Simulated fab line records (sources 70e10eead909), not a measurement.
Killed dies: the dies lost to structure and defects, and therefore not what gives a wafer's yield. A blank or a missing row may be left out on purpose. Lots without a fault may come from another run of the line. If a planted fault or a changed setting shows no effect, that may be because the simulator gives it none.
Chamber matching + flow nand_harc + pecvd-03 running NHARC_P_M0_DEP_32: 3 sister chambers
The step deposits SiCN, target thk 30 nm. 22 wafers are shown with their chamber, then 11 later ones without.

WAFERS PAIRED WITH THEIR CHAMBERS
| wafer  | chamber | heater_power_w (W) |
|--------|---------|--------------------|
| L078.1 | 0       | 585                |
| L078.4 | 1       | 602                |
| L078.5 | 0       | 572                |
| L079.2 | 0       | 581                |
| L079.3 | 1       | 552                |
| L079.4 | 1       | 565                |
| L080.2 | 0       | 653                |
| L080.3 | 1       | 536                |
| L080.4 | 2       | 446                |
| L081.1 | 0       | 559                |
| L081.2 | 1       | 621                |
| L081.4 | 2       | 467                |
| L083.1 | 2       | 435                |
| L083.2 | 1       | 523                |
| L083.4 | 0       | 634                |
| L086.3 | 1       | 638                |
| L086.4 | 2       | 491                |
| L086.6 | 1       | 636                |
| L085.1 | 1       | 591                |
| L085.3 | 2       | 503                |
| L085.6 | 2       | 483                |
| L087.1 | 0       | 617                |

SIGNATURES, as means of the wafers listed above
| reading        | chamber 0 | chamber 1 | chamber 2 | scatter within a chamber |
|----------------|-----------|-----------|-----------|--------------------------|
| heater_power_w | 600.14    | 584.89    | 470.83    | 36.7                     |
Rule: for a wafer and a chamber, the distance is found by dividing, reading by reading, the gap between the wafer's reading and the chamber's mean by the reading's scatter, squaring, summing and taking the root. The wafer belongs to the nearest chamber; if the next one is less than 2 further off, it can't be placed. How the scatter is found: for the shown wafers, subtract from each reading the mean of its chamber, square and add these, divide the total by (wafers less chambers), then take the root.

WAFERS WITH NO CHAMBER GIVEN
| wafer  | heater_power_w (W) |
|--------|--------------------|
| L087.2 | 654                |
| L087.4 | 589                |
| L090.3 | 572                |
| L090.5 | 581                |
| L090.6 | 450                |
| L094.3 | 443                |
| L094.4 | 453                |
| L094.6 | 620                |
| L096.1 | 429                |
| L096.3 | 551                |
| L096.4 | 537                |

WHICH CHAMBER EACH ONE RAN IN
| wafer  | from the rows above          | in truth |
|--------|------------------------------|----------|
| L087.2 | can't be placed: 0 or 1      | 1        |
| L087.4 | can't be placed: 1 or 0      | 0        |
| L090.3 | can't be placed: 1 or 0      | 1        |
| L090.5 | can't be placed: 1 or 0      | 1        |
| L090.6 | 2                            | 2        |
| L094.3 | 2                            | 2        |
| L094.4 | 2                            | 2        |
| L094.6 | can't be placed: 0 or 1      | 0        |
| L096.1 | 2                            | 2        |
| L096.3 | can't be placed: 1 or 0 or 2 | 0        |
| L096.4 | can't be placed: 1 or 0 or 2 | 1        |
Correctly placed: 4 of 11. From these rows, 7 cannot be placed; in 7 the true chamber is one of the candidates. Wrongly placed: 0.
